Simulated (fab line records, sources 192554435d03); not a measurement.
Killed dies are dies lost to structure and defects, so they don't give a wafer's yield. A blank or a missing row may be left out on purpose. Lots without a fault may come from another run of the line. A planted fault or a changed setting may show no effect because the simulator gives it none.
Chamber matching | flow n5_finfet | N5_ZERO_LAYER_PECVD_02 on pecvd-02: 3 sister chambers
The step deposits SiO2 from SiH4/N2O, target thk 10 nm, time 6 s. 3 wafers are shown with their chamber, then 12 later ones without.

WAFERS WITH THEIR CHAMBER
wafer  | chamber | showerhead_plenum_p_Torr (Torr)
L085.3 | 0       | 8.07
L089.2 | 2       | 7.97
L089.5 | 1       | 8.19

WAFERS WITHOUT THEIR CHAMBER
wafer  | showerhead_plenum_p_Torr (Torr)
L091.3 | 8.19
L091.4 | 7.96
L091.6 | 8.20
L093.1 | 7.97
L093.2 | 8.06
L093.4 | 7.97
L095.1 | 8.06
L095.4 | 8.06
L095.5 | 8.18
L096.3 | 7.98
L096.5 | 8.09
L096.6 | 7.97

WHICH CHAMBER EACH WENT THROUGH
wafer  | from the rows above | in truth
L091.3 | 1                   | 1
L091.4 | 2                   | 2
L091.6 | 1                   | 1
L093.1 | 2                   | 2
L093.2 | 0                   | 0
L093.4 | 2                   | 2
L095.1 | 0                   | 0
L095.4 | 0                   | 0
L095.5 | 1                   | 1
L096.3 | 2                   | 2
L096.5 | 0                   | 0
L096.6 | 2                   | 2
Placed correctly: 12 of 12. Can't be placed from these rows: 0. Placed wrongly: 0.
How it was worked out, from the rows above alone: a wafer's distance from a chamber is the root of the sum, over the readings, of the square of ((its reading less the chamber's mean) divided by the reading's scatter). The wafer belongs to the nearest chamber; if the next one is less than 2 further off, it can't be placed. A chamber's mean is the mean of its shown wafers. The scatter: with one shown wafer a chamber, the root of the mean of the squares of how far each hidden wafer lies from its nearest shown one.
